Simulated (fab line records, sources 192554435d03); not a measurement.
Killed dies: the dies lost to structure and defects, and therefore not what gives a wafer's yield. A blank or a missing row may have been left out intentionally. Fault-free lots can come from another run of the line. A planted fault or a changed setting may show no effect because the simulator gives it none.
One fault seen from 2 desks || flow n5-finfet || every desk sees just its own numbers, and what lay behind them comes last

## THE TOOL OWNER'S DESK: rie-diel-04
The tool's own readings at N5_BEOL_M2_ETCH_69 (etches SiARC in CF4, target depth 15.6 nm, time 26 s): means of the sampled wafers that have a number, for each lot that ran on this tool. Any lot whose mean is over 4 standard deviations away from the usual mean is out of limits and marked OUT; that distance is given in the brackets.
Columns: A = drypump-motor-current-A at N5_BEOL_M2_ETCH_69, usual 5.6 A; B = etch-rf-on-time-s at N5_BEOL_M2_ETCH_69, usual 26.1 s; C = oes-product-au at N5_BEOL_M2_ETCH_69, usual 0.69 a.u.; D = rf-vpp-V at N5_BEOL_M2_ETCH_69, usual 184.0 V; E = showerhead-plenum-p-Torr at N5_BEOL_M2_ETCH_69, usual 2.15 Torr; F = throttle-valve-pct at N5_BEOL_M2_ETCH_69, usual 15.50 %
{"lot": "L873", "first seen here": "day 7 01:04", "A": 5.8, "B": 25.9, "C": 0.65, "D": 184.2, "E": 2.17, "F": 15.58}
{"lot": "L879", "first seen here": "day 8 03:30", "A": 5.2, "B": 25.9, "C": 0.80, "D": 184.0, "E": 2.15, "F": 15.08}
{"lot": "L878", "first seen here": "day 8 14:34", "A": 5.4, "B": 26.0, "C": 0.73, "D": 184.4, "E": 2.16, "F": 15.26}
{"lot": "L882", "first seen here": "day 9 03:37", "A": 5.7, "B": 26.4, "C": 0.68, "D": 184.1, "E": 2.12, "F": 15.36}
{"lot": "L894", "first seen here": "day 12 08:44", "A": 5.3, "B": 26.2, "C": 0.69, "D": 184.4, "E": 2.21, "F": 15.41}
Result from this desk: across the 5 lots, nothing is out of limits.

## THE METROLOGY DESK
What the gauges read for every lot (on any tool): the sampled wafers with a number, averaged. Any lot whose mean is over 4 standard deviations away from the usual mean is out of limits and marked OUT; that distance is given in the brackets.
Columns: A = cd-nm at N5_PASSIVATION_CD_MEAS_10, usual 2999.5 nm; B = PAD_OVL at N5_PASSIVATION_OVL_MEAS_63, usual 0 nm
{"lot": "L873", "first seen here": "day 12 17:32", "A": 2997.4, "B": 2}
{"lot": "L879", "first seen here": "day 14 01:12", "A": 2995.8, "B": 0}
{"lot": "L878", "first seen here": "day 14 03:38", "A": 2996.6, "B": 4}
{"lot": "L882", "first seen here": "day 14 13:25", "A": 3000.2, "B": -4}
{"lot": "L885", "first seen here": "day 15 12:23", "A": 2995.8, "B": 0}
{"lot": "L886", "first seen here": "day 15 16:09", "A": 2997.4, "B": -3}
{"lot": "L889", "first seen here": "day 16 01:23", "A": 3000.8, "B": -3}
{"lot": "L887", "first seen here": "day 16 01:41", "A": 3000.7, "B": 2}
{"lot": "L891", "first seen here": "day 17 00:43", "A": 3001.0, "B": -8}
{"lot": "L893", "first seen here": "day 17 03:14", "A": 3001.9, "B": -6}
{"lot": "L894", "first seen here": "day 18 06:03", "A": 3000.0, "B": 6}
Result from this desk: across the 11 lots, nothing is out of limits.

## PUT TOGETHER
The desk of the tool owner found nothing out of limits.
Nothing out of limits was seen by the metrology desk.

## WHAT THE SIMULATOR PUT IN
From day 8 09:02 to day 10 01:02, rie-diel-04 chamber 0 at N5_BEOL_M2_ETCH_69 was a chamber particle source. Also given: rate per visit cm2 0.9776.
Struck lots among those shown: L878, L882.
